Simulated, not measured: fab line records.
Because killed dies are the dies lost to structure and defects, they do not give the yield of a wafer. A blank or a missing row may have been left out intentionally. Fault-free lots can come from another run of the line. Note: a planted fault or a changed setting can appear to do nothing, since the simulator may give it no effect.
Which tool did it?    flow n5Finfet    Sampling: 24 lots, 72 wafers, 6 of 1938 route steps

== WHAT THE GAUGES SHOWED, per wafer ==
No reading from a measuring or inspecting step in the record can be judged against a usual standard deviation.

== WHICH TOOL RAN EACH LOT (tool, then ch and the chambers of the sampled wafers, then the start) ==
lot   N5_BEOL_M3_ETCHBACK_99             N5_BEOL_M3_VIA_ETCH_34             N5_BEOL_M3_ALD_84                   N5_BEOL_M3_SURFACE_TREAT_85  N5_BEOL_M3_DEP_57                N5_BEOL_M4_ILD_DEP_00
L074  rieDiel-02 ch 0,1,3, day 7 23:56   rieDiel-02 ch 0,1,3, day 8 00:04   aldMetal-03 ch 0,2, day 8 00:44     pvdSputter-03, day 8 01:47   pecvd-03 ch 0,2, day 8 04:57     pecvd-03 ch 0,1, day 8 05:05
L075  rieDiel-01 ch 1,3, day 8 13:11     rieDiel-01 ch 1,3, day 8 13:20     aldMetal-02 ch 0,2,3, day 8 14:21   pvdSputter-01, day 8 14:45   pecvd-01 ch 0,1,2, day 8 18:32   pecvd-03 ch 0,1,2, day 8 18:40
L076  rieDiel-01 ch 0,3, day 8 18:14     rieDiel-01 ch 0,3, day 8 18:22     aldMetal-02 ch 0,3, day 8 21:32     pvdSputter-03, day 8 21:50   pecvd-02 ch 1,2, day 9 00:50     pecvd-03 ch 0,1, day 9 00:59
L077  rieDiel-05 ch 0,1,2, day 9 01:29   rieDiel-05 ch 0,1,2, day 9 01:37   aldMetal-03 ch 0,1,2, day 9 02:47   pvdSputter-02, day 9 03:06   pecvd-02 ch 1,2, day 9 06:22     pecvd-01 ch 0,2, day 9 06:31
L078  rieDiel-05 ch 0,1, day 9 11:11     rieDiel-05 ch 0,1, day 9 11:20     aldMetal-01 ch 0,2,3, day 9 12:07   pvdSputter-02, day 9 12:32   pecvd-01 ch 1,2, day 9 16:08     pecvd-04 ch 0,2, day 9 16:17
L080  rieDiel-01 ch 0,3, day 9 11:20     rieDiel-01 ch 0,3, day 9 11:29     aldMetal-03 ch 0,2,3, day 9 12:07   pvdSputter-03, day 9 12:37   pecvd-03 ch 0,1,2, day 9 17:29   pecvd-01 ch 1,2, day 9 17:37
L079  rieDiel-01 ch 0,2, day 9 15:14     rieDiel-01 ch 0,2, day 9 15:27     aldMetal-03 ch 2,3, day 9 16:58     pvdSputter-02, day 9 18:58   pecvd-01 ch 1,2, day 9 22:34     pecvd-03 ch 1,2, day 9 22:44
L081  rieDiel-02 ch 0,2, day 9 15:18     rieDiel-02 ch 0,2, day 9 15:26     aldMetal-02 ch 0,2, day 9 16:33     pvdSputter-02, day 9 16:49   pecvd-02 ch 1,2, day 9 20:09     pecvd-03 ch 0,1, day 9 20:18
L082  rieDiel-05 ch 0,2,3, day 10 04:58  rieDiel-05 ch 0,2,3, day 10 05:07  aldMetal-02 ch 0,3, day 10 05:58    pvdSputter-02, day 10 06:41  pecvd-01 ch 1,2, day 10 09:51    pecvd-01 ch 1, day 10 10:00
L083  rieDiel-05 ch 0,1,3, day 10 10:56  rieDiel-05 ch 0,1,3, day 10 11:04  aldMetal-02 ch 0,2,3, day 10 12:12  pvdSputter-02, day 10 12:29  pecvd-02 ch 0,1, day 10 15:34    pecvd-03 ch 0,1,2, day 10 15:43
L084  rieDiel-01 ch 0,3, day 10 14:42    rieDiel-01 ch 0,3, day 10 14:50    aldMetal-03 ch 0,3, day 10 15:27    pvdSputter-01, day 10 15:41  pecvd-02 ch 0,1, day 10 18:43    pecvd-03 ch 0,1,2, day 10 18:50
L087  rieDiel-02 ch 1,3, day 11 07:44    rieDiel-02 ch 1,3, day 11 07:52    aldMetal-01 ch 0,1,2, day 11 08:53  pvdSputter-03, day 11 09:25  pecvd-01 ch 0,2, day 11 12:29    pecvd-03 ch 0,2, day 11 12:37
L086  rieDiel-02 ch 1,3, day 11 11:14    rieDiel-02 ch 1,3, day 11 11:22    aldMetal-02 ch 0,3, day 11 12:19    pvdSputter-03, day 11 12:37  pecvd-02 ch 0,2, day 11 15:36    pecvd-03 ch 0,1,2, day 11 15:44
L085  rieDiel-05 ch 0,1,2, day 11 11:16  rieDiel-05 ch 0,1,2, day 11 11:25  aldMetal-01 ch 2,3, day 11 12:37    pvdSputter-02, day 11 13:01  pecvd-01 ch 0,1, day 11 17:38    pecvd-01 ch 0,1,2, day 11 17:46
L089  rieDiel-02 ch 1,3, day 11 19:47    rieDiel-02 ch 1,3, day 11 19:55    aldMetal-03 ch 0,1, day 11 20:46    pvdSputter-02, day 11 21:14  pecvd-01 ch 0,1,2, day 12 00:34  pecvd-04 ch 1,2, day 12 00:43
L088  rieDiel-02 ch 0,3, day 11 23:08    rieDiel-02 ch 0,3, day 11 23:16    aldMetal-01 ch 0,3, day 12 00:09    pvdSputter-03, day 12 00:26  pecvd-02 ch 0,1,2, day 12 03:28  pecvd-01 ch 0,1,2, day 12 03:35
L091  rieDiel-02 ch 0,2,3, day 12 10:18  rieDiel-02 ch 0,2,3, day 12 10:26  aldMetal-02 ch 1,3, day 12 11:37    pvdSputter-01, day 12 11:54  pecvd-01 ch 0,1,2, day 12 14:57  pecvd-04 ch 0,2, day 12 15:05
L090  rieDiel-05 ch 1,2, day 12 11:19    rieDiel-05 ch 1,2, day 12 11:28    aldMetal-01 ch 1,3, day 12 12:34    pvdSputter-03, day 12 12:49  pecvd-03 ch 0,2, day 12 16:01    pecvd-01 ch 0,1, day 12 16:09
L092  rieDiel-05 ch 0,3, day 12 19:37    rieDiel-05 ch 0,3, day 12 19:45    aldMetal-01 ch 0,1,2, day 12 20:41  pvdSputter-01, day 12 21:00  pecvd-02 ch 0,1, day 13 00:08    pecvd-01 ch 0,1,2, day 13 00:17
L093  rieDiel-02 ch 1,2,3, day 12 22:45  rieDiel-02 ch 1,2,3, day 12 22:53  aldMetal-01 ch 1,2,3, day 12 23:47  pvdSputter-02, day 13 00:02  pecvd-02 ch 0,2, day 13 08:18    pecvd-03 ch 0,2, day 13 08:26
L094  rieDiel-01 ch 0,3, day 12 23:05    rieDiel-01 ch 0,3, day 12 23:13    aldMetal-02 ch 0,1,3, day 12 23:55  pvdSputter-01, day 13 00:08  pecvd-03 ch 1,2, day 13 04:46    pecvd-04 ch 0,2, day 13 04:54
L095  rieDiel-05 ch 1,2,3, day 13 04:41  rieDiel-05 ch 1,2,3, day 13 04:49  aldMetal-01 ch 0,1, day 13 05:22    pvdSputter-01, day 13 05:41  pecvd-03 ch 0,1,2, day 13 09:23  pecvd-04 ch 0,1, day 13 09:31
L096  rieDiel-01 ch 1,3, day 13 10:14    rieDiel-01 ch 1,3, day 13 10:23    aldMetal-01 ch 0,1,3, day 13 11:17  pvdSputter-03, day 13 11:37  pecvd-01 ch 0,1,2, day 13 14:49  pecvd-04 ch 1,2, day 13 14:56
L097  rieDiel-02 ch 0,1,2, day 13 16:26  rieDiel-02 ch 0,1,2, day 13 16:34  aldMetal-02 ch 0,2,3, day 13 18:26  pvdSputter-03, day 13 18:41  pecvd-01 ch 1,2, day 13 21:40    pecvd-03 ch 0,1,2, day 13 21:47
- N5_BEOL_M3_ETCHBACK_99: etches SiO2 in CHF3, target depth 5 nm, time 10.4 s.
- N5_BEOL_M3_VIA_ETCH_34: etches the open film in C4F6/O2, target depth 69.4 nm, time 65.9 s.
- N5_BEOL_M3_ALD_84: deposits TaN, pulse time 2 s, purge time 3 s, co reactant purge time 2 s.
- N5_BEOL_M3_SURFACE_TREAT_85
- N5_BEOL_M3_DEP_57: deposits SiCN from 3MS/NH3, target thk 8 nm, time 14 s.
- N5_BEOL_M4_ILD_DEP_00: deposits SiOC from DEMS/O2, target thk 79 nm, time 15.3 s.

== AS READ BY THE TOOLS THEMSELVES (means over the sampled wafers that have a number; for cases with no such wafer, the mark the record gives instead) ==
N5_BEOL_M3_ETCHBACK_99. Usual: chamberPressureMTorr 30.00 mTorr, standard deviation 0.03; drypumpMotorCurrentA 5.9 A, standard deviation 0.37; oesProductAu 0.79 a.u., standard deviation 0.097; rfVppV 242 V, standard deviation 4.2; showerheadPlenumPTorr 2.19 Torr, standard deviation 0.058; throttleValvePct 17.13 %, standard deviation 0.2.
lot   tool        chamberPressureMTorr (mTorr)  drypumpMotorCurrentA (A)  oesProductAu (a.u.)  rfVppV (V)  showerheadPlenumPTorr (Torr)  throttleValvePct (%)  flag
L074  rieDiel-02  29.99                         5.8                       0.87                 240         2.24                          17.05                 
L075  rieDiel-01  30.01                         5.8                       0.75                 236         2.21                          17.42                 
L076  rieDiel-01  29.99                         6.0                       0.87                 245         2.19                          17.17                 
L077  rieDiel-05  30.00                         5.7                       0.73                 244         2.14                          17.12                 
L078  rieDiel-05  30.02                         6.1                       0.70                 244         2.19                          17.19                 
L080  rieDiel-01  30.00                         6.1                       0.84                 246         2.19                          17.23                 
L079  rieDiel-01  30.03                         6.2                       0.89                 246         2.22                          17.13                 
L081  rieDiel-02  30.02                         5.7                       0.72                 243         2.19                          17.27                 
L082  rieDiel-05  29.98                         5.6                       0.70                 243         2.16                          17.23                 
L083  rieDiel-05  30.01                         6.0                       0.70                 245         2.19                          17.23                 
L084  rieDiel-01  29.99                         6.1                       0.84                 246         2.19                          17.24                 
L087  rieDiel-02  30.02                         6.1                       0.88                 238         2.25                          16.89                 
L086  rieDiel-02  30.01                         5.9                       0.88                 242         2.23                          16.91                 
L085  rieDiel-05  29.99                         5.7                       0.72                 243         2.14                          17.15                 
L089  rieDiel-02  30.02                         5.9                       0.88                 241         2.23                          16.91                 
L088  rieDiel-02  29.99                         6.0                       0.81                 237         2.24                          17.09                 
L091  rieDiel-02  30.00                         6.0                       0.75                 240         2.19                          17.14                 
L090  rieDiel-05  30.00                         5.7                       0.73                 246         2.11                          17.10                 
L092  rieDiel-05  30.02                         5.9                       0.86                 243         2.20                          17.04                 
L093  rieDiel-02  30.00                         6.0                       0.78                 240         2.19                          16.95                 
L094  rieDiel-01  29.98                         6.1                       0.82                 246         2.18                          17.29                 
L095  rieDiel-05  29.98                         5.6                       0.79                 244         2.13                          17.03                 
L096  rieDiel-01  29.97                         5.8                       0.85                 241         2.19                          17.14                 
L097  rieDiel-02  30.02                         5.8                       0.74                 242         2.18                          17.16                 

N5_BEOL_M3_VIA_ETCH_34. Usual: chamberPressureMTorr 15.001 mTorr, standard deviation 0.019; drypumpMotorCurrentA 5.9 A, standard deviation 0.37; oesProductAu 0.79 a.u., standard deviation 0.096; rfVppV 670 V, standard deviation 12; showerheadPlenumPTorr 2.89 Torr, standard deviation 0.074; throttleValvePct 30.82 %, standard deviation 0.23.
lot   tool        chamberPressureMTorr (mTorr)  drypumpMotorCurrentA (A)  oesProductAu (a.u.)  rfVppV (V)  showerheadPlenumPTorr (Torr)  throttleValvePct (%)  flag
L074  rieDiel-02  15.005                        5.8                       0.87                 666         2.95                          30.90                 
L075  rieDiel-01  15.011                        5.8                       0.75                 651         2.92                          31.20                 
L076  rieDiel-01  15.010                        6.0                       0.87                 678         2.89                          30.87                 
L077  rieDiel-05  15.002                        5.7                       0.72                 673         2.83                          30.72                 
L078  rieDiel-05  14.978                        6.1                       0.70                 674         2.90                          30.73                 
L080  rieDiel-01  15.003                        6.1                       0.84                 682         2.89                          30.97                 
L079  rieDiel-01  15.001                        6.2                       0.89                 679         2.93                          30.84                 
L081  rieDiel-02  14.986                        5.7                       0.71                 670         2.89                          30.95                 
L082  rieDiel-05  14.998                        5.6                       0.70                 670         2.85                          30.79                 
L083  rieDiel-05  14.997                        6.0                       0.71                 676         2.89                          30.76                 
L084  rieDiel-01  15.004                        6.2                       0.84                 681         2.88                          30.97                 
L087  rieDiel-02  15.013                        6.1                       0.88                 659         2.97                          30.75                 
L086  rieDiel-02  15.002                        5.9                       0.89                 668         2.94                          30.84                 
L085  rieDiel-05  14.997                        5.7                       0.72                 674         2.82                          30.73                 
L089  rieDiel-02  15.002                        5.9                       0.87                 667         2.94                          30.85                 
L088  rieDiel-02  15.022                        6.0                       0.82                 660         2.96                          30.83                 
L091  rieDiel-02  15.006                        6.0                       0.74                 664         2.90                          30.80                 
L090  rieDiel-05  14.991                        5.7                       0.73                 680         2.79                          30.69                 
L092  rieDiel-05  15.002                        5.9                       0.86                 672         2.90                          30.70                 
L093  rieDiel-02  15.001                        6.1                       0.80                 666         2.90                          30.72                 
L094  rieDiel-01  15.014                        6.1                       0.83                 682         2.88                          30.98                 
L095  rieDiel-05  14.990                        5.6                       0.80                 675         2.81                          30.69                 
L096  rieDiel-01  14.995                        5.8                       0.84                 662         2.89                          30.86                 
L097  rieDiel-02  15.003                        5.8                       0.75                 670         2.87                          30.89                 

N5_BEOL_M3_ALD_84. Usual: heaterPowerW 408 W, standard deviation 59.
lot   tool         heaterPowerW (W)  flag
L074  aldMetal-03  412               
L075  aldMetal-02  379               
L076  aldMetal-02  382               
L077  aldMetal-03  427               
L078  aldMetal-01  399               
L080  aldMetal-03  454               
L079  aldMetal-03  488               
L081  aldMetal-02  356               
L082  aldMetal-02  387               
L083  aldMetal-02  378               
L084  aldMetal-03  454               
L087  aldMetal-01  443               
L086  aldMetal-02  412               
L085  aldMetal-01  386               
L089  aldMetal-03  396               
L088  aldMetal-01  416               
L091  aldMetal-02  347               
L090  aldMetal-01  412               
L092  aldMetal-01  453               
L093  aldMetal-01  421               
L094  aldMetal-02  369               
L095  aldMetal-01  483               
L096  aldMetal-01  434               
L097  aldMetal-02  373               

N5_BEOL_M3_DEP_57. Usual: showerheadPlenumPTorr 3.669 Torr, standard deviation 0.018; throttleValvePct 9.1 %, standard deviation 0.68.
lot   tool      showerheadPlenumPTorr (Torr)  throttleValvePct (%)  flag
L074  pecvd-03  3.671                         9.9                   
L075  pecvd-01  3.678                         8.7                   
L076  pecvd-02  3.655                         9.6                   
L077  pecvd-02  3.657                         9.5                   
L078  pecvd-01  3.672                         9.0                   
L080  pecvd-03  3.682                         9.5                   
L079  pecvd-01  3.678                         9.0                   
L081  pecvd-02  3.666                         9.4                   
L082  pecvd-01  3.674                         8.9                   
L083  pecvd-02  3.665                         9.0                   
L084  pecvd-02  3.645                         8.8                   
L087  pecvd-01  3.676                         8.6                   
L086  pecvd-02  3.648                         8.5                   
L085  pecvd-01  3.681                         9.0                   
L089  pecvd-01  3.678                         8.8                   
L088  pecvd-02  3.654                         9.0                   
L091  pecvd-01  3.681                         8.9                   
L090  pecvd-03  3.673                         10.1                  
L092  pecvd-02  3.657                         9.1                   
L093  pecvd-02  3.644                         8.8                   
L094  pecvd-03  3.687                         8.6                   
L095  pecvd-03  3.681                         9.5                   
L096  pecvd-01  3.677                         8.9                   
L097  pecvd-01  3.678                         9.3                   

N5_BEOL_M4_ILD_DEP_00. Usual: heaterPowerW 532 W, standard deviation 96; showerheadPlenumPTorr 5.704 Torr, standard deviation 0.016; throttleValvePct 12.1 %, standard deviation 1.2.
lot   tool      heaterPowerW (W)  showerheadPlenumPTorr (Torr)  throttleValvePct (%)  flag
L074  pecvd-03  508               5.714                         13.2                  
L075  pecvd-03  528               5.705                         12.7                  
L076  pecvd-03  538               5.712                         13.1                  
L077  pecvd-01  613               5.697                         11.3                  
L078  pecvd-04  475               5.697                         11.2                  
L080  pecvd-01  504               5.706                         12.0                  
L079  pecvd-03  624               5.716                         11.4                  
L081  pecvd-03  544               5.712                         13.2                  
L082  pecvd-01  409               5.714                         12.1                  
L083  pecvd-03  587               5.707                         12.7                  
L084  pecvd-03  572               5.711                         12.5                  
L087  pecvd-03  594               5.698                         13.3                  
L086  pecvd-03  585               5.704                         12.6                  
L085  pecvd-01  513               5.706                         11.6                  
L089  pecvd-04  416               5.699                         11.8                  
L088  pecvd-01  533               5.703                         11.6                  
L091  pecvd-04  437               5.708                         11.4                  
L090  pecvd-01  446               5.716                         11.8                  
L092  pecvd-01  557               5.709                         11.6                  
L093  pecvd-03  602               5.710                         12.0                  
L094  pecvd-04  499               5.707                         11.3                  
L095  pecvd-04  456               5.678                         12.2                  
L096  pecvd-04  408               5.711                         11.9                  
L097  pecvd-03  550               5.700                         12.6                  

== THE ANSWER, worked out from the rows above alone ==
Rule: a lot is off if the mean of its wafers that have a number lies more than 3 standard deviations from the usual mean. Also off: a lot with no number at a reading for which 4 or more lots have one. All remaining lots with rows at the step are treated as sound. Order of review: gauges by route order, followed by the tools' own readings, for which a lot's mean as printed above is used. The first step at which some lot is off is used, and at that step the reading that is off furthest; a lot without a number counts as furthest.
No lot is off at any reading shown: from this, nothing can be told.

== WHAT THE SIMULATOR PUT IN ==
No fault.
